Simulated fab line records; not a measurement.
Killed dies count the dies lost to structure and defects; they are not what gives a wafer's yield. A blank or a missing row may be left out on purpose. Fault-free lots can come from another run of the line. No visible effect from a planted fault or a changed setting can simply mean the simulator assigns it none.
A struck lot beside a sound one || flow n5_finfet || 16 out of 1938 route steps
Sound: wafers L623.2, L623.3, L623.6. Struck: wafers L612.1, L612.2, L612.6. At the end, the cause is stated.
Order at every step that has rows: each side's tool, ch and its chambers, its first start. Under that, the readings that differ: sound wafers || struck wafers || difference of the means || sigmas: that difference in standard deviations of wafers without a fault.
alike: same words and numbers on both sides, and readings whose means sit less than 2 such deviations apart. not compared: any withheld reading, any reading some wafer has no value for, any bound like >300 that may hide the same value, and any number with overlapping values for which the record gives no deviation.
A row with sigmas, a row that says differs or no value, or rows on one side alone: a step with any of these is where the two part. When numbers do not overlap yet have no deviation, they are printed without sigmas and do not part them. Lack of a reading on every wafer of one side parts them only where that side has two or more wafers.

first, 2 steps without rows for these wafers: N5_BEOL_M0_SAQP_RECESS_104 (chemistry HF/NH3, target SiO2, target depth 18 nm, afs cycles 3, sublimation time 60 s); N5_BEOL_M0_SAQP_COAT_105 (time 60 s, resist thk 100 nm).
N5_BEOL_M0_SAQP_ETCH_106: etches SOC in N2/H2, stops on SiNx, target depth 150 nm.
  sound on rie_diel-01 ch 2,3, day 9 20:02; struck on rie_diel-01 ch 0,2, day 6 19:25
  alike: drypump_motor_current_A, oes_product_au, rf_vpp_V, showerhead_plenum_p_Torr, throttle_valve_pct
  not compared: rf_hours_counter_h
N5_BEOL_M0_SAQP_ETCH_107: etches SiNx in CH3F/O2, target depth 30 nm.
  sound on rie_diel-01 ch 2,3, day 9 20:06; struck on rie_diel-01 ch 0,2, day 6 19:29
  alike: drypump_motor_current_A, oes_product_au, rf_vpp_V, showerhead_plenum_p_Torr, throttle_valve_pct
  not compared: rf_hours_counter_h
N5_BEOL_M0_SAQP_STRIP_108: strips in N2/H2.
  sound on rie_diel-01 ch 2,3, day 9 20:08; struck on rie_diel-01 ch 0,2, day 6 19:31
  alike: drypump_motor_current_A, oes_product_au, power_w, rf_vpp_V, showerhead_plenum_p_Torr, throttle_valve_pct
  not compared: rf_hours_counter_h
then, 2 steps without rows for these wafers: N5_BEOL_M0_SAQP_RECESS_109 (chemistry HF/NH3, target SiO2, target depth 3 nm, afs cycles 1, sublimation time 60 s); N5_BEOL_M0_SAQP_SPACER2_ALD_26 (deposits SiO2, target thk 15 nm, pulse time 1 s, purge time 2 s).
N5_BEOL_M0_SAQP_SPACER2_ETCHBACK_27: etches SiO2 in CHF3/O2, target depth 22.5 nm, time 11.25 s.
  sound on rie_diel-03 ch 0,1,3, day 9 20:59; struck on rie_diel-01 ch 1,3, day 6 20:16
  alike: drypump_motor_current_A, oes_product_au, rf_vpp_V, showerhead_plenum_p_Torr, throttle_valve_pct
  not compared: rf_hours_counter_h
N5_BEOL_M0_SAQP_MANDREL2_REMOVE_110: chemistry HBr/Cl2/O2, target a-Si, stops on SiCN, bt time 10 s.
  sound on rie_si-02 ch 0,1,2, day 9 21:04; struck on rie_si-04 ch 1,3, day 6 20:22
{"reading": "throttle_valve_pct (%)", "sound": "37.3 37.1 37.1", "struck": "36.3 36.6 36.6", "difference": -0.7, "sigmas": -2}
  alike: drypump_motor_current_A, oes_product_au
  not compared: rf_hours_counter_h
N5_BEOL_M0_SAQP_CD_MEAS_29 targets a cd of 14.4 nm.
  sound on cd_sem-03 ch 0, day 9 21:11; struck on cd_sem-01 ch 0, day 6 20:28
  alike: cd_nm
then, 2 steps without rows for these wafers: N5_BEOL_M0_SAQP_COAT_69 (time 60 s, resist thk 90 nm); N5_BEOL_M0_SAQP_COAT_72 (time 60 s, resist thk 15 nm).
N5_BEOL_M0_SAQP_COAT_87: time 60 s, resist thk 5 nm.
  sound on litho_track-02 ch 0, day 9 21:13; struck on litho_track-03 ch 0, day 6 20:31
{"reading": "heater_power_total_W (W)", "sound": "391.4 390.3 391.7", "struck": "410.4 412.9 412.6", "difference": "+20.8", "sigmas": "+16"}
{"reading": "plate_temp_C (C)", "sound": "205.10 204.99 205.20", "struck": "212.99 212.80 213.11", "difference": "+7.87", "sigmas": "+52"}
  alike: spin_speed_rpm
then, 1 step without rows for these wafers: N5_BEOL_M0_SAQP_COAT_34 (resist thk 30 nm).
-- the record jumps here: 2 days lie between the struck wafers' starts before and after (it left off in module BEOL_M0_SAQP and takes up again in module BEOL_M4, whose first step shown is number 1111 of the route) --
N5_BEOL_M4_RC_MEAS_101:
  sound on prober-01 ch 0, day 12 01:40; struck on prober-02 ch 0, day 9 02:13
  alike: DIBL_N, DIBL_P, IOFF_N, IOFF_P, ION_N, ION_P, SS_N, SS_P, VT_N, VT_P
next, for these wafers, 1 step has no rows: N5_PASSIVATION_PROBE_49.

WHERE THEY PART
Earliest at N5_BEOL_M0_SAQP_MANDREL2_REMOVE_110; latest, in this record, at N5_BEOL_M0_SAQP_COAT_87. Later steps at which nothing parts them and some readings are alike: N5_BEOL_M4_RC_MEAS_101.

WHY: what had been put in by the simulator
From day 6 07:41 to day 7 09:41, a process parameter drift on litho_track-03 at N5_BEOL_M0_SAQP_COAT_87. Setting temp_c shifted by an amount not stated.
